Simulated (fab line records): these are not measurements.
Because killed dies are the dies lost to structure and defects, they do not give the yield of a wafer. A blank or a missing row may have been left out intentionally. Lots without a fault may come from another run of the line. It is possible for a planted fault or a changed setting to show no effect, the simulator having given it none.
fab line records	flow n5Finfet
record: lots: 8	wafers: 24	lastDay: 16
route steps=1938 shown FIN_SAQP@113 BEOL_M4@1111 PASSIVATION@1936
lots that met no fault: from a run of the same line without faults
startH: start of the lot's first displayed wafer, in hours after the record's first day	waitH: hours since the lot's step before	" the same as in the row above	L1.1+2: several wafers, shown together as one row	- value missing, or start not given	* or withheld: withheld	< > ~ a bound
route shown NAME@n: names a module that has steps shown in the file, with the first one's number in the route	usual: mean and standard deviation over wafers with no fault	same: alike in all rows	chamber/n: place in a boat	sites: the reading at each site	_std_site: standard deviation across them	_edge_site: inner sites' mean taken away from outer sites' mean	radiusMm: how far each site lies from the wafer's centre	mask NAME#n: copy n	behind: the most recent tool/chamber to have shaped the wafer	hold: the reason the lot was held/the length of the hold in hours/how it ended	device: names the non-switching transistor (n, p or np)	end of line: the route-end tests of the same wafers	for a step that has no rows: nothing shown but its recipe	killed: not the wafer's yield, but the dies lost to structure and defects at the first sort	map: a wafer's dies, x killed, . not, _ none there
set.NAME: the setting the step ran with; set.NAME@STEP: the setting that earlier step ran with	model.NAME: the simulator's own value behind a step, which no gauge read
route steps across a sampled set of lots; one table per step, one row per wafer
services: a tool's chamber out of use, with start hour (startH, from the record's first day; less than 0 if before it), hours out, and reason
== steps ==
step: N5_FIN_SAQP_INSPECT_18
recipe: mode: adi	inspectInstrument: brightfield
usual: rawDefectCount: 421/110
lot.wafer	tool	chamber	startH	waitH	rawDefectCount
L694.1	defectInspect-01	-	33.74	0.0	269
L694.3	"	-	"	"	487
L694.4	"	-	"	"	362
L695.1	defectInspect-01	-	40.05	0.0	243
L695.4	"	-	"	"	285
L695.6	"	-	"	"	281
L702.1	defectInspect-02	-	81.61	0.0	509
L702.3	"	-	"	"	329
L702.6	"	-	"	"	487
L705.2	defectInspect-01	-	101.99	0.0	750
L705.4	"	-	"	"	564
L705.6	"	-	"	"	365
L709.2	defectInspect-01	-	123.61	0.0	291
L709.3	"	-	"	"	358
L709.4	"	-	"	"	319
L710.1	defectInspect-02	-	129.06	0.0	387
L710.2	"	-	"	"	721
L710.5	"	-	"	"	385
L711.2	defectInspect-02	-	135.50	0.0	381
L711.4	"	-	"	"	271
L711.6	"	-	"	"	399
L712.2	defectInspect-01	-	141.95	0.0	436
L712.5	"	-	"	"	585
L712.6	"	-	"	"	352
step: N5_FIN_SAQP_HM_OPEN_73
recipe: chemistry: CHF3/O2	target: SiO2	stopOn: a-Si	targetDepthA: 120	overEtchFrac: 1.8	maskMaterial: SOC	timeS: 16.8	pressureMtorr: 30	sourceW: 650	biasW: 170	Ar_flow_sccm: 200	CHF3_flow_sccm: 50	O2_flow_sccm: 5	ionEnergyEv: 200	ends: endPoint
usual: CHF3_flow_sccm: 50.02/0.14	biasW: 170.1/0.51	drypumpMotorCurrentA: 5.6/0.44	oesProductAu: 0.47/0.036	rfVppV: 523/9.3	showerheadPlenumPTorr: 2.45/0.067	throttleValvePct: 18.74/0.18
lot.wafer	tool	chamber	startH	waitH	CHF3_flow_sccm	biasW	drypumpMotorCurrentA	oesProductAu	rfHoursCounterH	rfVppV	showerheadPlenumPTorr	throttleValvePct
L694.1	rieDiel-04	3	33.97	0.0	49.96	170.5	5.9	0.45	155	527	2.51	18.75
L694.3	"	1	"	"	50.24	168.9	6.0	0.40	248	534	2.48	19.37
L694.4	"	0	"	"	49.92	169.9	6.1	0.48	116	519	2.42	18.98
L695.1	rieDiel-04	3	40.30	0.0	50.05	170.0	5.9	0.45	157	527	2.51	18.76
L695.4	"	2	"	"	50.07	170.2	6.1	0.44	-	535	2.40	18.67
L695.6	"	3	"	"	50.06	169.7	5.9	0.45	-	526	2.51	18.77
L702.1	rieDiel-04	3	81.87	0.0	49.97	170.5	5.9	0.44	173	527	2.50	18.78
L702.3	"	0	"	"	49.71	170.1	6.0	0.48	135	519	2.41	19.01
L702.6	"	2	"	"	49.89	169.5	6.1	0.43	-	533	2.39	18.69
L705.2	rieDiel-03	1	102.22	0.0	49.98	169.6	5.4	0.47	114	530	2.41	18.49
L705.4	"	3	"	"	49.94	170.7	5.9	0.42	223	506	2.48	18.82
L705.6	"	2	"	"	50.10	170.1	5.2	0.47	-	520	2.41	18.61
L709.2	rieDiel-03	0	123.84	0.0	50.10	170.3	5.3	0.49	86	517	2.53	18.53
L709.3	"	1	"	"	50.06	170.1	5.4	0.47	121	528	2.41	18.49
L709.4	"	3	"	"	49.86	169.6	5.9	0.42	231	503	2.48	18.83
L710.1	rieDiel-04	1	129.36	0.0	50.29	170.7	6.0	0.52	27	533	2.47	18.99
L710.2	"	0	"	"	50.17	169.9	6.1	0.46	153	518	2.41	19.03
L710.5	"	0	"	"	49.86	170.0	6.1	0.45	-	520	2.41	19.03
L711.2	rieDiel-03	2	135.80	0.0	49.91	170.3	5.2	0.47	152	520	2.41	18.63
L711.4	"	1	"	"	50.18	170.4	5.4	0.47	125	527	2.41	18.51
L711.6	"	0	"	"	49.88	170.2	5.3	0.49	-	517	2.53	18.54
L712.2	rieDiel-03	3	142.33	0.0	50.14	169.6	5.9	0.41	238	505	2.48	18.84
L712.5	"	1	"	"	50.07	170.7	5.4	0.46	-	529	2.41	18.51
L712.6	"	2	"	"	50.10	170.3	5.2	0.47	-	521	2.41	18.65
step: N5_FIN_SAQP_MANDREL_ETCH_58
recipe: chemistry: HBr/Cl2	target: a-Si	targetDepthA: 450	btTimeS: 10	stopOn: SiNx	maskMaterial: SiO2	overEtchFrac: 0.8	timeS: 27	pressureMtorr: 10	icpW: 800	biasW: 75	HBr_flow_sccm: 150	Cl2_flow_sccm: 80	ends: endPoint
usual: biasW: 74.99/0.22	drypumpMotorCurrentA: 5.8/0.58	oesProductAu: 0.703/0.011	overEtchFrac: 0.8/0	throttleValvePct: 35.52/0.25
lot.wafer	tool	chamber	startH	waitH	biasW	drypumpMotorCurrentA	oesProductAu	overEtchFrac	rfHoursCounterH	throttleValvePct
L694.1	rieSi-03	1	36.08	0.0	75.15	5.7	0.681	0.8	12	35.38
L694.3	"	3	"	"	74.82	5.3	0.721	0.8	6	35.62
L694.4	"	0	"	"	74.86	4.7	0.686	0.8	63	35.45
L695.1	rieSi-03	0	42.30	0.0	74.85	4.6	0.681	0.8	63	35.46
L695.4	"	3	"	"	74.96	5.3	0.716	0.8	6	35.61
L695.6	"	3	"	"	75.09	5.3	0.724	0.8	-	35.61
L702.1	rieSi-03	1	84.70	0.0	74.75	5.7	0.619	1.2193	13	35.50
L702.3	"	2	"	"	75.64	6.2	0.630	1.2193	81	35.28
L702.6	"	2	"	"	75.37	6.2	0.635	1.2193	-	35.28
L705.2	rieSi-03	2	104.29	0.0	74.81	6.2	0.644	1.2193	81	35.28
L705.4	"	3	"	"	75.06	5.3	0.654	1.2193	7	35.74
L705.6	"	1	"	"	74.96	5.7	0.631	1.2193	-	35.48
L709.2	rieSi-02	0	126.56	0.0	75.01	6.4	0.704	0.8	54	36.25
L709.3	"	2	"	"	75.10	6.7	0.693	0.8	108	35.14
L709.4	"	3	"	"	74.92	5.9	0.711	0.8	90	35.56
L710.1	rieSi-01	3	131.52	0.0	74.67	6.4	0.691	0.8	43	35.63
L710.2	"	0	"	"	74.96	6.3	0.709	0.8	40	35.77
L710.5	"	0	"	"	74.81	6.2	0.701	0.8	-	35.79
L711.2	rieSi-01	0	137.81	0.0	75.15	6.2	0.700	0.8	40	35.80
L711.4	"	2	"	"	74.91	5.4	0.711	0.8	6	35.53
L711.6	"	3	"	"	74.72	6.3	0.708	0.8	-	35.58
L712.2	rieSi-02	1	144.87	0.0	74.93	6.8	0.703	0.8	55	35.95
L712.5	"	1	"	"	74.73	6.8	0.703	0.8	-	35.96
L712.6	"	0	"	"	75.07	6.4	0.708	0.8	-	36.23
step: N5_FIN_SAQP_HM_OPEN_33
recipe: chemistry: CH3F/O2	target: SiNx	maskMaterial: SiO2	targetDepthA: 494	timeS: 70.6	pressureMtorr: 30	sourceW: 395	biasW: 73	Ar_flow_sccm: 150	CH3F_flow_sccm: 30	O2_flow_sccm: 20	ionEnergyEv: 120	ends: cleared
usual: biasW: 73.05/0.25	drypumpMotorCurrentA: 5.6/0.48	etchRfOnTimeS: 69.1/1.3	oesProductAu: 0.66/0.054	rfVppV: 296/5.8	showerheadPlenumPTorr: 2.03/0.064	throttleValvePct: 16.29/0.17
lot.wafer	tool	chamber	startH	waitH	biasW	drypumpMotorCurrentA	etchRfOnTimeS	oesProductAu	rfHoursCounterH	rfVppV	showerheadPlenumPTorr	throttleValvePct
L694.1	rieDiel-01	2	37.52	0.1	72.86	4.8	68.2	0.66	126	304	1.93	16.36
L694.3	"	0	"	"	73.16	5.8	68.9	0.68	111	290	2.02	16.15
L694.4	"	1	"	"	73.18	5.1	69.5	0.63	183	297	2.08	16.31
L695.1	rieDiel-03	0	44.03	0.0	73.36	5.3	67.5	0.73	58	294	2.12	16.02
L695.4	"	0	"	"	73.21	5.3	69.6	0.73	-	294	2.12	16.00
L695.6	"	2	"	"	73.56	5.2	67.8	0.69	-	296	2.01	16.10
L702.1	rieDiel-01	1	86.31	0.0	73.50	5.1	62.4	0.62	202	297	2.08	16.36
L702.3	"	2	"	"	72.68	4.8	63.6	0.65	146	304	1.92	16.41
L702.6	"	2	"	"	73.05	4.8	63.7	0.64	-	305	1.92	16.39
L705.2	rieDiel-04	0	106.53	0.0	72.80	6.1	64.8	0.65	144	295	2.00	16.51
L705.4	"	3	"	"	72.77	6.0	64.2	0.63	182	300	2.07	16.33
L705.6	"	1	"	"	72.94	6.0	64.4	0.77	-	303	2.06	16.43
L709.2	rieDiel-01	0	128.09	0.1	73.35	5.8	67.4	0.66	139	290	2.01	16.22
L709.3	"	1	"	"	73.20	5.1	67.7	0.61	218	296	2.07	16.37
L709.4	"	2	"	"	73.22	4.8	67.6	0.64	161	304	1.92	16.43
L710.1	rieDiel-03	3	133.11	0.1	73.58	5.9	70.7	0.58	235	288	2.06	16.42
L710.2	"	0	"	"	73.02	5.3	68.5	0.70	89	294	2.11	16.07
L710.5	"	2	"	"	73.10	5.2	71.1	0.66	-	296	2.00	16.15
L711.2	rieDiel-03	1	139.31	0.0	72.90	5.4	69.6	0.66	126	301	2.00	16.07
L711.4	"	3	"	"	72.89	6.0	69.4	0.58	237	287	2.06	16.41
L711.6	"	2	"	"	73.43	5.2	68.7	0.67	-	296	2.00	16.16
L712.2	rieDiel-04	1	146.35	0.1	73.64	6.0	69.2	0.75	32	304	2.05	16.46
L712.5	"	0	"	"	73.15	6.1	71.0	0.64	-	294	1.99	16.55
L712.6	"	3	"	"	72.94	6.0	70.5	0.62	-	299	2.07	16.35
step: N5_FIN_SAQP_ETCH_64
recipe: chemistry: CF4	target: SiO2	targetDepthA: 15	ionEnergyEv: 350	pressureMtorr: 10	icpW: 800	biasW: 400	cf4FlowSccm: 80
usual: biasW: 400.0/1.3	cf4FlowSccm: 79.98/0.22	drypumpMotorCurrentA: 5.8/0.6	oesProductAu: 1.006/0.026	throttleValvePct: 21.78/0.18
lot.wafer	tool	chamber	startH	waitH	biasW	cf4FlowSccm	drypumpMotorCurrentA	oesProductAu	rfHoursCounterH	throttleValvePct
L694.1	rieSi-03	0	37.78	0.0	398.9	79.79	4.6	0.985	63	21.66
L694.3	"	3	"	"	401.7	80.12	5.3	1.055	6	22.00
L694.4	"	2	"	"	400.1	80.04	6.2	1.015	80	21.62
L695.1	rieSi-01	1	44.29	0.0	400.0	79.93	5.8	0.996	50	21.60
L695.4	"	2	"	"	400.2	79.81	5.4	1.035	4	21.76
L695.6	"	0	"	"	400.1	80.23	6.2	0.993	-	22.09
L702.1	rieSi-03	1	86.57	0.0	401.3	79.92	5.7	0.975	13	21.72
L702.3	"	2	"	"	399.8	80.03	6.2	1.023	81	21.62
L702.6	"	1	"	"	401.2	80.10	5.7	0.960	-	21.72
L705.2	rieSi-01	2	106.80	0.0	400.1	80.12	5.4	1.033	5	21.77
L705.4	"	3	"	"	397.2	79.86	6.3	1.000	43	21.78
L705.6	"	3	"	"	396.8	79.66	6.3	0.996	-	21.77
L709.2	rieSi-03	1	128.35	0.0	399.8	80.02	5.7	0.960	14	21.70
L709.3	"	0	"	"	401.6	79.73	4.7	0.987	64	21.67
L709.4	"	3	"	"	397.9	80.02	5.3	1.053	7	21.98
L710.1	rieSi-03	3	133.38	0.0	398.6	79.71	5.3	1.056	7	21.99
L710.2	"	2	"	"	397.8	80.44	6.2	1.021	81	21.64
L710.5	"	2	"	"	399.6	80.02	6.2	1.019	-	21.64
L711.2	rieSi-02	0	139.58	0.0	400.4	80.34	6.4	1.023	54	21.97
L711.4	"	1	"	"	398.3	79.82	6.8	1.000	55	21.80
L711.6	"	2	"	"	401.4	79.83	6.7	0.974	-	21.41
L712.2	rieSi-02	1	146.62	0.0	401.2	79.43	6.8	1.013	55	21.78
L712.5	"	1	"	"	400.3	79.94	6.8	1.008	-	21.79
L712.6	"	0	"	"	398.9	79.99	6.4	1.031	-	22.01
step: N5_BEOL_M4_RC_MEAS_101
usual: DIBL_N: 36.2/1.7	DIBL_P: 36.2/2.2	IOFF_N: 0.16/0.035	IOFF_P: 0.21/0.042	ION_N: 673/13	ION_P: 462/7.9	SS_N: 71.4/0.59	SS_P: 73.2/0.7	VT_N: 250/3.6	VT_P: -251/3.5
lot.wafer	tool	chamber	startH	waitH	DIBL_N[mV/V]	DIBL_P[mV/V]	IOFF_N[nA/um]	IOFF_P[nA/um]	ION_N[uA/um]	ION_P[uA/um]	SS_N[mV/dec]	SS_P[mV/dec]	VT_N[mV]	VT_P[mV]
L694.1	prober-01	0	173.48	0.0	33.7	35.2	0.14	0.21	667	469	70.5	72.9	252	-250
L694.3	"	0	"	"	35.4	37.1	0.16	0.23	674	473	71.1	73.2	250	-248
L694.4	"	0	"	"	35.9	37.6	0.18	0.23	682	473	71.9	74.0	248	-250
L695.1	prober-02	0	175.22	0.0	36.6	37.7	0.20	0.26	688	468	72.1	73.4	243	-246
L695.4	"	0	"	"	39.1	41.7	0.27	0.34	713	482	71.7	74.9	240	-244
L695.6	"	0	"	"	39.0	41.1	0.27	0.34	696	476	72.7	74.9	240	-243
L702.1	prober-01	0	237.61	0.0	36.6	36.3	0.15	0.21	675	460	71.1	73.8	253	-253
L702.3	"	0	"	"	38.9	38.7	0.21	0.25	672	457	71.5	74.3	247	-251
L702.6	"	0	"	"	37.9	36.9	0.18	0.22	674	463	72.4	73.2	247	-249
L705.2	prober-02	0	247.97	0.2	36.5	34.6	0.15	0.18	681	461	72.2	73.2	251	-254
L705.4	"	0	"	"	36.0	34.9	0.14	0.17	682	462	70.6	73.3	253	-256
L705.6	"	0	"	"	37.6	36.3	0.16	0.20	676	462	71.7	72.8	253	-251
L709.2	prober-02	0	277.09	0.2	36.2	35.5	0.16	0.21	670	465	71.2	73.1	251	-249
L709.3	"	0	"	"	35.4	35.1	0.16	0.21	677	468	71.6	73.0	249	-249
L709.4	"	0	"	"	36.9	37.5	0.17	0.24	676	462	72.2	73.1	249	-249
L710.1	prober-02	0	281.11	0.0	32.5	32.9	0.10	0.15	654	455	71.2	72.3	256	-254
L710.2	"	0	"	"	32.4	31.6	0.10	0.14	648	446	70.5	72.4	256	-255
L710.5	"	0	"	"	32.2	30.7	0.09	0.13	648	446	70.4	72.3	258	-258
L712.2	prober-02	0	284.14	0.2	36.3	37.8	0.16	0.21	675	458	70.9	73.4	251	-251
L712.5	"	0	"	"	35.5	35.8	0.14	0.19	671	461	70.7	73.3	252	-251
L712.6	"	0	"	"	34.4	34.4	0.12	0.16	667	454	71.0	73.1	253	-254
L711.2	prober-01	0	287.95	0.2	35.2	34.0	0.13	0.18	668	460	71.4	72.7	250	-253
L711.4	"	0	"	"	37.4	36.2	0.18	0.22	685	467	71.3	72.8	245	-251
L711.6	"	0	"	"	36.4	34.2	0.15	0.19	661	455	70.8	73.1	249	-252
step: N5_PASSIVATION_PROBE_49
usual: defectLimitedYield: 91.4/1.4	killed_at_M0_to_M3: 31/10	killed_at_M4_up: 14/5.6	killedAtContacts: 13/6.3	killedAtFrontEnd: 39/10	killedAtOther: 4/3.1	killedDies: 101/16	killedOpen: 65/13	killedShort: 34/7.2	sort_bin_5_function: 5.1/0.88	sort_bin_6_memory: 3.2/0.66	sort_bin_8_speed: 0.00/0.007	sortNPass: 1079/16	sortYieldPct: 91.4/1.4
same: grossDies: 1180	killedAtBackSide: 0	sort_bin_4_leakage[%]: 0
lot.wafer	tool	chamber	startH	waitH	defectLimitedYield[%]	killed_at_M0_to_M3	killed_at_M4_up	killedAtContacts	killedAtFrontEnd	killedAtOther	killedDies	killedOpen	killedShort	sort_bin_5_function[%]	sort_bin_6_memory[%]	sort_bin_8_speed[%]	sortNPass	sortYieldPct[%]
L694.1	prober-02	-	279.56	0.0	89.7	32	10	19	55	5	121	74	45	5.7	4.2	0	1059	89.7
L694.3	prober-02	-	279.66	0.1	91.7	35	21	19	21	2	98	69	27	4.9	3.2	0	1082	91.7
L694.4	prober-02	-	279.71	0.2	90.9	34	9	19	39	6	107	74	33	5.8	3.0	0	1073	90.9
L695.1	prober-01	-	284.85	0.0	89.1	17	19	5	83	5	129	80	42	5.7	4.2	0	1051	89.1
L695.4	prober-01	-	285.00	0.2	86.8	47	22	27	56	4	156	113	42	7.9	4.7	0	1024	86.8
L695.6	prober-01	-	285.10	0.3	91.5	17	16	18	46	3	100	69	28	4.6	3.3	0	1080	91.5
L702.1	prober-01	-	344.96	0.0	92.5	33	14	16	24	2	89	61	28	3.9	3.2	0	1091	92.5
L702.3	prober-01	-	345.06	0.1	93.0	21	17	8	36	1	83	65	18	4.3	2.6	0	1097	93.0
L702.6	prober-01	-	345.21	0.3	92.8	28	20	11	26	0	85	57	28	4.7	2.3	0	1095	92.8
L705.2	prober-02	-	356.06	0.1	88.0	49	17	10	55	11	142	93	46	6.9	4.7	0	1038	88.0
L705.4	prober-02	-	356.16	0.2	92.2	21	13	11	36	11	92	53	36	4.8	2.5	0	1088	92.2
L705.6	prober-02	-	356.26	0.3	90.1	32	18	8	51	8	117	79	34	5.4	4.1	0	1063	90.1
L709.2	prober-02	-	388.07	0.1	90.3	36	8	14	44	13	115	80	35	5.6	3.8	0	1065	90.3
L709.3	prober-02	-	388.12	0.1	90.9	40	9	18	37	3	107	68	38	5.5	3.6	0	1073	90.9
L709.4	prober-02	-	388.17	0.2	89.5	35	12	27	45	5	124	80	43	6.2	3.8	0	1056	89.5
L711.2	prober-01	-	388.35	0.1	91.2	26	12	7	57	2	104	71	33	5.1	3.5	0	1076	91.2
L711.4	prober-01	-	388.45	0.2	92.2	34	14	12	29	3	92	55	36	4.9	2.5	0	1088	92.2
L711.6	prober-01	-	388.55	0.3	93.0	20	22	13	28	0	83	54	29	4.7	2.1	0	1097	93.0
L712.2	prober-01	-	391.34	0.1	92.2	33	13	7	36	3	92	52	38	4.7	2.8	0	1088	92.2
L712.5	prober-01	-	391.49	0.2	91.8	40	17	8	30	2	97	58	37	4.7	3.0	0	1083	91.8
L712.6	prober-01	-	391.54	0.3	92.4	36	7	5	41	1	90	56	32	4.9	2.3	0	1090	92.4
L710.1	prober-02	-	391.78	0.0	91.9	37	17	2	36	4	96	66	27	5.3	2.5	0	1084	91.9
L710.2	prober-02	-	391.83	0.1	91.7	22	9	8	55	4	98	61	37	5.2	3.0	0	1082	91.7
L710.5	prober-02	-	391.98	0.2	94.5	29	8	8	19	1	65	41	23	3.0	2.3	0.08	1114	94.4
killed by level:class
L694.1 STI_FIN_REVEAL:geometricParticle:open=14 MOL_CONTACT_COAG:geometricParticle:open=11 BEOL_M0_SAQP:geometricParticle:short=9 FIN_SAQP:geometricParticle:open=8 BEOL_M0_SAQP:geometricParticle:open=8 MOL_CONTACT_COAG:geometricParticle:short=7 FIN_SAQP:geometricParticle:short=6 STI_FIN_REVEAL:geometricParticle:short=5
L694.3 MOL_CONTACT_COAG:geometricParticle:open=15 BEOL_M4:geometricParticle:open=15 BEOL_M0_SAQP:geometricParticle:short=7 BEOL_M0_SAQP:geometricParticle:open=7 BEOL_M2:geometricParticle:open=6 FIN_SAQP:geometricParticle:open=5 FIN_SAQP:geometricParticle:short=5 BEOL_M3:geometricParticle:open=5
L694.4 MOL_CONTACT_COAG:geometricParticle:open=16 BEOL_M2:geometricParticle:open=13 FIN_SAQP:geometricParticle:open=10 FIN_SAQP:geometricParticle:short=9 BEOL_M0_SAQP:geometricParticle:short=9 STI_FIN_REVEAL:geometricParticle:open=6 DUMMY_GATE:geometricParticle:open=3 GATE_CUT:geometricParticle:open=3
L695.1 FIN_SAQP:geometricParticle:open=27 STI_FIN_REVEAL:geometricParticle:open=21 FIN_SAQP:geometricParticle:short=15 BEOL_M0_SAQP:geometricParticle:short=7 BEOL_M4:geometricParticle:open=7 BEOL_M4:geometricParticle:short=4 HKMG_FIN:areaEtch=4 MOL_CONTACT_COAG:geometricParticle:open=3
L695.4 STI_FIN_REVEAL:geometricParticle:open=34 MOL_CONTACT_COAG:geometricParticle:open=19 BEOL_M1:geometricParticle:open=10 MOL_CONTACT_COAG:geometricParticle:short=8 BEOL_M0_SAQP:geometricParticle:open=7 BEOL_M1:geometricParticle:short=7 FIN_SAQP:geometricParticle:open=6 STI_FIN_REVEAL:geometricParticle:short=6
L695.6 FIN_SAQP:geometricParticle:open=13 MOL_CONTACT_COAG:geometricParticle:open=13 STI_FIN_REVEAL:geometricParticle:open=10 BEOL_M3:geometricParticle:open=8 MOL_CONTACT_COAG:geometricParticle:short=5 GATE_CUT:geometricParticle:short=4 BEOL_M4:geometricParticle:open=4 FIN_SAQP:geometricParticle:short=3
L702.1 MOL_CONTACT_COAG:geometricParticle:open=13 BEOL_M3:geometricParticle:open=7 FIN_SAQP:geometricParticle:open=6 BEOL_M4:geometricParticle:open=6 BEOL_M1:geometricParticle:open=6 BEOL_M2:geometricParticle:open=5 STI_FIN_REVEAL:geometricParticle:open=4 BEOL_M0_SAQP:geometricParticle:open=4
L702.3 STI_FIN_REVEAL:geometricParticle:open=14 MOL_CONTACT_COAG:geometricParticle:open=8 BEOL_M2:geometricParticle:open=7 BEOL_M4:geometricParticle:open=7 FIN_SAQP:geometricParticle:open=5 BEOL_M0_SAQP:geometricParticle:open=4 STARTING-WAFER:geometricParticle:open=4 FIN_SAQP:geometricParticle:short=3
L702.6 BEOL_M4:geometricParticle:open=11 MOL_CONTACT_COAG:geometricParticle:open=8 BEOL_M0_SAQP:geometricParticle:short=8 STI_FIN_REVEAL:geometricParticle:open=7 DUMMY_GATE:geometricParticle:open=4 BEOL_M0_SAQP:geometricParticle:open=4 BEOL_M1:geometricParticle:open=4 BEOL_M3:geometricParticle:open=4
L705.2 BEOL_M0_SAQP:geometricParticle:short=16 BEOL_M0_SAQP:geometricParticle:open=14 DUMMY_GATE:geometricParticle:open=11 STI_FIN_REVEAL:geometricParticle:open=9 BEOL_M4:geometricParticle:open=9 MOL_CONTACT_COAG:geometricParticle:open=8 GATE_CUT:geometricParticle:short=7 BEOL_M2:geometricParticle:open=6
L705.4 MOL_CONTACT_COAG:geometricParticle:open=9 BEOL_M0_SAQP:geometricParticle:short=7 FIN_SAQP:geometricParticle:short=6 FIN_SAQP:geometricParticle:open=5 DUMMY_GATE:geometricParticle:short=5 DUMMY_GATE:geometricParticle:open=5 BEOL_M2:geometricParticle:open=5 BEOL_M4:geometricParticle:open=5
L705.6 FIN_SAQP:geometricParticle:open=13 BEOL_M0_SAQP:geometricParticle:open=12 GATE_CUT:geometricParticle:open=9 BEOL_M0_SAQP:geometricParticle:short=7 STI_FIN_REVEAL:geometricParticle:open=6 DUMMY_GATE:geometricParticle:open=6 MOL_CONTACT_COAG:geometricParticle:open=5 MIM_BOT:geometricParticle:open=4
L709.2 MOL_CONTACT_COAG:geometricParticle:open=13 FIN_SAQP:geometricParticle:short=11 FIN_SAQP:geometricParticle:open=11 BEOL_M3:geometricParticle:open=8 STI_FIN_REVEAL:geometricParticle:open=8 BEOL_M0_SAQP:geometricParticle:short=7 BEOL_M2:geometricParticle:open=6 BEOL_M1:geometricParticle:open=5
L709.3 MOL_CONTACT_COAG:geometricParticle:open=14 FIN_SAQP:geometricParticle:short=13 BEOL_M0_SAQP:geometricParticle:open=8 FIN_SAQP:geometricParticle:open=7 DUMMY_GATE:geometricParticle:open=7 BEOL_M0_SAQP:geometricParticle:short=7 BEOL_M1:geometricParticle:open=7 BEOL_M3:geometricParticle:open=5
L709.4 MOL_CONTACT_COAG:geometricParticle:open=24 FIN_SAQP:geometricParticle:open=9 FIN_SAQP:geometricParticle:short=9 STI_FIN_REVEAL:geometricParticle:open=9 BEOL_M1:geometricParticle:open=7 STI_FIN_REVEAL:geometricParticle:short=5 BEOL_M0_SAQP:geometricParticle:short=5 BEOL_M3:geometricParticle:open=5
L711.2 FIN_SAQP:geometricParticle:open=16 BEOL_M0_SAQP:geometricParticle:open=14 FIN_SAQP:geometricParticle:short=8 STI_FIN_REVEAL:geometricParticle:open=8 GATE_CUT:geometricParticle:short=5 GATE_CUT:geometricParticle:open=5 BEOL_M0_SAQP:geometricParticle:short=5 BEOL_M4:geometricParticle:open=5
L711.4 BEOL_M0_SAQP:geometricParticle:short=9 MOL_CONTACT_COAG:geometricParticle:open=9 BEOL_M3:geometricParticle:open=6 FIN_SAQP:geometricParticle:open=5 GATE_CUT:geometricParticle:short=5 BEOL_M1:geometricParticle:open=5 BEOL_M2:geometricParticle:open=5 FIN_SAQP:geometricParticle:short=4
L711.6 MOL_CONTACT_COAG:geometricParticle:open=9 BEOL_M4:geometricParticle:open=7 FIN_SAQP:geometricParticle:short=6 GATE_CUT:geometricParticle:short=6 BEOL_M5:geometricParticle:open=6 BEOL_M3:geometricParticle:open=5 FIN_SAQP:geometricParticle:open=4 MOL_CONTACT_COAG:geometricParticle:short=4
L712.2 BEOL_M0_SAQP:geometricParticle:open=9 BEOL_M0_SAQP:geometricParticle:short=8 BEOL_M4:geometricParticle:open=6 FIN_SAQP:geometricParticle:short=5 STARTING-WAFER:geometricParticle:short=5 FIN_SAQP:geometricParticle:open=4 STI_FIN_REVEAL:geometricParticle:open=4 DUMMY_GATE:geometricParticle:open=4
L712.5 BEOL_M0_SAQP:geometricParticle:short=10 BEOL_M0_SAQP:geometricParticle:open=9 MOL_CONTACT_COAG:geometricParticle:open=8 FIN_SAQP:geometricParticle:short=7 BEOL_M2:geometricParticle:open=5 STI_FIN_REVEAL:geometricParticle:open=4 BEOL_M4:geometricParticle:open=4 BEOL_M3:geometricParticle:open=4
L712.6 BEOL_M0_SAQP:geometricParticle:open=12 FIN_SAQP:geometricParticle:short=11 FIN_SAQP:geometricParticle:open=9 STI_FIN_REVEAL:geometricParticle:open=7 BEOL_M1:geometricParticle:open=6 BEOL_M2:geometricParticle:open=5 BEOL_M2:geometricParticle:short=5 BEOL_M0_SAQP:geometricParticle:short=4
L710.1 BEOL_M4:geometricParticle:open=11 FIN_SAQP:geometricParticle:open=10 BEOL_M3:geometricParticle:open=9 BEOL_M0_SAQP:geometricParticle:short=7 BEOL_M0_SAQP:geometricParticle:open=7 FIN_SAQP:geometricParticle:short=6 STI_FIN_REVEAL:geometricParticle:open=6 BEOL_M1:geometricParticle:open=5
L710.2 FIN_SAQP:geometricParticle:open=18 FIN_SAQP:geometricParticle:short=12 STI_FIN_REVEAL:geometricParticle:open=7 MOL_CONTACT_COAG:geometricParticle:open=7 BEOL_M0_SAQP:geometricParticle:open=5 BEOL_M1:geometricParticle:open=5 BEOL_M2:geometricParticle:open=5 STARTING-WAFER:geometricParticle:short=4
L710.5 BEOL_M0_SAQP:geometricParticle:short=9 MOL_CONTACT_COAG:geometricParticle:open=8 BEOL_M2:geometricParticle:open=6 BEOL_M0_SAQP:geometricParticle:open=5 FIN_SAQP:geometricParticle:short=4 BEOL_M4:geometricParticle:short=4 BEOL_M3:geometricParticle:open=4 DUMMY_GATE:geometricParticle:short=3
== services ==
tool	chamber	startH	hours	kind
rieDiel-01	-	10.29	2.8	pm
rieDiel-03	2	11.22	15.4	repair
rieSi-03	0	23.55	4.2	repair
rieDiel-04	1	39.38	-	clean
rieDiel-04	1	39.38	-	consumableReplace:focusRing
rieDiel-04	1	39.38	14.2	scheduledDown
rieDiel-04	1	39.38	14.2	ventCycle
rieDiel-01	3	43.78	-	clean
rieDiel-01	3	43.78	-	consumableReplace:focusRing
rieDiel-01	3	43.78	-	consumableReplace:showerhead
rieDiel-01	3	43.78	15.0	scheduledDown
rieDiel-01	3	43.78	15.0	ventCycle
rieDiel-01	0	51.63	3.6	repair
rieSi-01	2	65.39	1.7	repair
rieSi-01	-	71.67	2.8	pm
rieSi-03	-	89.44	14.6	pm
rieDiel-01	0	112.49	8.4	repair
rieSi-03	-	117.25	2.8	pm
rieSi-03	-	125.66	0.3	repair
rieSi-01	2	127.83	8.9	repair
== key ==
firstSign: step: N5_FIN_SAQP_MANDREL_ETCH_58	reading: overEtchFrac	direction: up	sigmas: 99+	usual: 0.8	struck: 1.2193
effect: step: N5_FIN_SAQP_MANDREL_ETCH_58	reading: oesProductAu	direction: down	sigmas: 6	usual: 0.703	struck: 0.636
effect: step: N5_FIN_SAQP_HM_OPEN_33	reading: etchRfOnTimeS	direction: down	sigmas: 4.1	usual: *	struck: *
metAt N5_FIN_SAQP_MANDREL_ETCH_58
struckLots L702,L705
notActingAt N5_FIN_SAQP_INSPECT_18,N5_FIN_SAQP_HM_OPEN_73,N5_FIN_SAQP_ETCH_64
onsetBetween 42.30 84.70
fault: kind: processParameterDrift	tool: rieSi-03	chamber: -	onsetH: 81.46	steps: N5_FIN_SAQP_MANDREL_ETCH_58	channel: overEtchFrac	offset: 0.41932	shape: step	endH: 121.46	actsIn: theseRecipesOnly	stated: 0.8
